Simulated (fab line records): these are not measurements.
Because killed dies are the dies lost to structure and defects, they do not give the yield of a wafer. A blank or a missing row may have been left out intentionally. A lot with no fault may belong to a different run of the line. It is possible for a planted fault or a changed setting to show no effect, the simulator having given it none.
Lot-split experiment :: flow n5_finfet :: 21 wafers read across 7 lots, on a route 1938 steps long

THE SPLIT ITSELF
At N5_WELL_APT_EXPOSE_22 (exposes mask PWELL, defocus 0 nm, target cd 200 nm), the setting dose_mj was moved away from the recipe's 23.2 on 2 of the 21 wafers read, by -6.2% to +6.4%. All remaining wafers had this setting at the recipe value.

FROM THE SPLIT TO THE READING: what the file shows between them, 3 steps
- N5_WELL_APT_PEB_23: peb time 90 s (also split here: peb_time_s)
- N5_WELL_APT_DEVELOP_24: develop time 45 s
- N5_WELL_APT_HARDBAKE_29: time 120 s

THE READING
cd_nm (nm) at N5_WELL_APT_CD_MEAS_25, where the cd target is 200 nm. A value of 199.3 nm with a standard deviation of 1.4 nm is what fault-free wafers of this fab line usually give.

wafer: L076.1
tool, chamber at the split: krf_scanner-01, 0
dose_mj as run: 23.2
against the recipe: recipe
cd_nm, nm: 195.2
against lot-mates on the recipe: -

wafer: L076.2
tool, chamber at the split: krf_scanner-01, 0
dose_mj as run: 23.2
against the recipe: recipe
cd_nm, nm: 194.8
against lot-mates on the recipe: -

wafer: L076.6
tool, chamber at the split: krf_scanner-01, 0
dose_mj as run: 23.2
against the recipe: recipe
cd_nm, nm: 198.8
against lot-mates on the recipe: -

wafer: L082.2
tool, chamber at the split: krf_scanner-01, 0
dose_mj as run: 23.2
against the recipe: recipe
cd_nm, nm: 197.9
against lot-mates on the recipe: -

wafer: L082.3
tool, chamber at the split: krf_scanner-01, 0
dose_mj as run: 23.2
against the recipe: recipe
cd_nm, nm: 199.9
against lot-mates on the recipe: -

wafer: L082.4
tool, chamber at the split: krf_scanner-01, 0
dose_mj as run: 23.2
against the recipe: recipe
cd_nm, nm: 199.0
against lot-mates on the recipe: -

wafer: L087.2
tool, chamber at the split: krf_scanner-02, 0
dose_mj as run: 23.2
against the recipe: recipe
cd_nm, nm: 201.2
against lot-mates on the recipe: -

wafer: L087.3
tool, chamber at the split: krf_scanner-02, 0
dose_mj as run: 23.2
against the recipe: recipe
cd_nm, nm: 200.0
against lot-mates on the recipe: -

wafer: L087.6
tool, chamber at the split: krf_scanner-02, 0
dose_mj as run: 23.2
against the recipe: recipe
cd_nm, nm: 200.8
against lot-mates on the recipe: -

wafer: L089.2
tool, chamber at the split: krf_scanner-02, 0
dose_mj as run: 23.2
against the recipe: recipe
cd_nm, nm: 199.7
against lot-mates on the recipe: -

wafer: L089.3
tool, chamber at the split: krf_scanner-02, 0
dose_mj as run: 23.2
against the recipe: recipe
cd_nm, nm: 198.2
against lot-mates on the recipe: -

wafer: L089.5
tool, chamber at the split: krf_scanner-02, 0
dose_mj as run: 23.2
against the recipe: recipe
cd_nm, nm: 204.4
against lot-mates on the recipe: -

wafer: L092.1
tool, chamber at the split: krf_scanner-01, 0
dose_mj as run: 23.2
against the recipe: recipe
cd_nm, nm: 199.4
against lot-mates on the recipe: -

wafer: L092.3
tool, chamber at the split: krf_scanner-01, 0
dose_mj as run: 23.2
against the recipe: recipe
cd_nm, nm: 199.3
against lot-mates on the recipe: -

wafer: L092.6
tool, chamber at the split: krf_scanner-01, 0
dose_mj as run: 24.69
against the recipe: +6.4%
cd_nm, nm: 211.8
against lot-mates on the recipe: +12.4

wafer: L094.1
tool, chamber at the split: krf_scanner-02, 0
dose_mj as run: 23.2
against the recipe: recipe
cd_nm, nm: 205.3
against lot-mates on the recipe: -

wafer: L094.3
tool, chamber at the split: krf_scanner-02, 0
dose_mj as run: 21.75
against the recipe: -6.2%
cd_nm, nm: 190.5
against lot-mates on the recipe: -12.1

wafer: L094.4
tool, chamber at the split: krf_scanner-02, 0
dose_mj as run: 23.2
against the recipe: recipe
cd_nm, nm: 199.8
against lot-mates on the recipe: -

wafer: L097.1
tool, chamber at the split: krf_scanner-01, 0
dose_mj as run: 23.2
against the recipe: recipe
cd_nm, nm: 201.5
against lot-mates on the recipe: -

wafer: L097.3
tool, chamber at the split: krf_scanner-01, 0
dose_mj as run: 23.2
against the recipe: recipe
cd_nm, nm: 198.6
against lot-mates on the recipe: -

wafer: L097.5
tool, chamber at the split: krf_scanner-01, 0
dose_mj as run: 23.2
against the recipe: recipe
cd_nm, nm: 202.0
against lot-mates on the recipe: -

FIT RESULTS
A straight line over all 21 wafers: cd_nm changes by +1.68 nm for each +1% of dose_mj; r = +0.81; the points scatter about the line by 2.5 nm.
The same after taking each lot's own level away (the mean of its wafers on the recipe; 21 wafers): +1.93 nm for each +1%; r = +0.92; scatter 1.7 nm.
According to that fit, moving dose_mj by its largest amount changes the reading by 12 nm.
Measured against the standard deviation above, the lots' own levels, which go from 196.27 to 202.55 nm, span 4.5 times it.
In other words, the slope is changed by the lot-to-lot level; the two fits disagree.
Check: with one of the wafers moved furthest among these (+6.4%) left out of the fit, the line predicts +12.4 nm for it against its lot-mates. It came out at +12.4 nm against them.

OTHER SPLITS ON THESE WAFERS
These wafers also went through other splits before the reading. Each is held against what the fit with the lots' levels taken away leaves over:
other split on the same wafers: N5_WELL_APT_COAT_02 spin_rpm
wafers away from the commonest value: 4
r with cd_nm (lot level and that fit taken away): -0.05

other split on the same wafers: N5_WELL_APT_EXPOSE_05 dose_mj
wafers away from the commonest value: 5
r with cd_nm (lot level and that fit taken away): -0.22

other split on the same wafers: N5_WELL_APT_PEB_23 peb_time_s
wafers away from the commonest value: 7
r with cd_nm (lot level and that fit taken away): +0.55

THE WHOLE CHAIN: every reading that the file lists as answering this split, in the file's order
step: N5_WELL_APT_CD_MEAS_25
what it does: target cd 200 nm
reading: cd_nm
change (the file's fit): +1.93 nm for each +1% of the setting
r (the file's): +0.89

step: N5_WELL_APT_DESCUM_30
what it does: chemistry O2, time 7.9 s
reading: WELL_APT.cd_nm (the simulator's own value, which no gauge read)
change (the file's fit): +1.92 nm for each +1% of the setting
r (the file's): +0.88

FILE'S OWN FIT
cd_nm changes by +1.93 nm for each +1% of dose_mj, r = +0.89.
